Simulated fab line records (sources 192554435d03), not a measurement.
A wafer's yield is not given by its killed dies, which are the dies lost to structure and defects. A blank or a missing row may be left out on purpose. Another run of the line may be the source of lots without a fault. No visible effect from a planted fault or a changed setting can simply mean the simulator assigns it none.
A struck lot beside a sound one	flow n5-finfet	13 out of 1938 route steps
Sound: these wafers, L836.2, L836.4, L836.6. Struck: wafer L824.2 (left out: L824.5, a lot-mate that was not struck); the cause follows at the end.
Each step with rows lists, per side, the tool, then ch with its chambers, then its first start. Under that, the readings that differ: sound wafers	struck wafers	difference of the means	sigmas: that difference in standard deviations of wafers without a fault.
alike: words and numbers the same on both sides, and readings whose means are apart by under 2 such deviations; not compared: readings that were withheld, readings missing a value for some wafer, numbers with overlapping values and no deviation given by the record, and bounds like >300 which may hide the same value.
The two part at a step that has a row with sigmas, a row that says differs or no value, or rows on one side only. Non-overlapping numbers with no deviation appear without sigmas and do not part them. A reading that every wafer of one side lacks parts them only if that side has two wafers or more.

first, 1 step without rows for these wafers: N5_BEOL_M15_STRIP_36 (strips in O2).
N5_BEOL_M15_STRIP_62: strips in O2.
  sound: rie-diel-03 ch 0,2; struck: rie-diel-01 ch 3
  alike: drypump-motor-current-A, oes-product-au, rf-vpp-V, showerhead-plenum-p-Torr, throttle-valve-pct
  not compared: rf-hours-counter-h
N5_BEOL_M15_STRIP_37: strips in O2.
  sound: rie-diel-03 ch 0,2; struck: rie-diel-01 ch 3
  alike: drypump-motor-current-A, oes-product-au, rf-vpp-V, showerhead-plenum-p-Torr, throttle-valve-pct
  not compared: rf-hours-counter-h
then, 3 steps without rows for these wafers: N5_BEOL_M15_ETCH_38 (etches SiCN in CF4/N2, target depth 106.4 nm, time 120.5 s); N5_BEOL_M15_PRECLEAN_39 (cleans in residue remover, time 60 s); N5_BEOL_M15_SRD_40 (time 30 s, dry time 30 s).
N5_BEOL_M15_DEGAS_41: time 60 s.
  struck on pvd-sputter-01, day 14 22:31; sound on pvd-sputter-01, day 18 04:04
  alike: heater-power-w
N5_BEOL_M15_PRE_CLEAN_42: time 30 s.
  struck on pvd-sputter-01, day 14 22:34; sound on pvd-sputter-01, day 18 04:06
  alike: heater-power-w
then, 3 steps without rows for these wafers: N5_BEOL_M15_SPUTTER_43 (material TaN, target thk 15 nm, time 24.19 s); N5_BEOL_M15_SPUTTER_44 (material Ta, target thk 15 nm, time 24.19 s); N5_BEOL_M15_SPUTTER_45 (material Cu, target thk 100 nm, time 16.67 s).
N5_BEOL_M15_ECD_47: material Cu, target thk 1860 nm.
  sound on ecd-cu-01 ch 0,1, day 18 04:25; struck on ecd-cu-01 ch 0, day 14 22:53
reading	sound	struck	difference	sigmas
model.Cu_of_BEOL_M15_ECD_47.thk-nm (nm)	1846 1830 1855	3057	+1213	
N5_BEOL_M15_ANNEAL_48: time 90 s.
  sound on rtp-anneal-01 ch 0, day 18 05:03; struck on rtp-anneal-02 ch 0, day 14 23:22
reading	sound	struck	difference	sigmas
wafer_temp_C_max	225.3 225.4 225.8	226.9	+1.4	+3

WHERE THEY PART
Within this record, at N5_BEOL_M15_ANNEAL_48 only.

WHY: what the simulator had put in
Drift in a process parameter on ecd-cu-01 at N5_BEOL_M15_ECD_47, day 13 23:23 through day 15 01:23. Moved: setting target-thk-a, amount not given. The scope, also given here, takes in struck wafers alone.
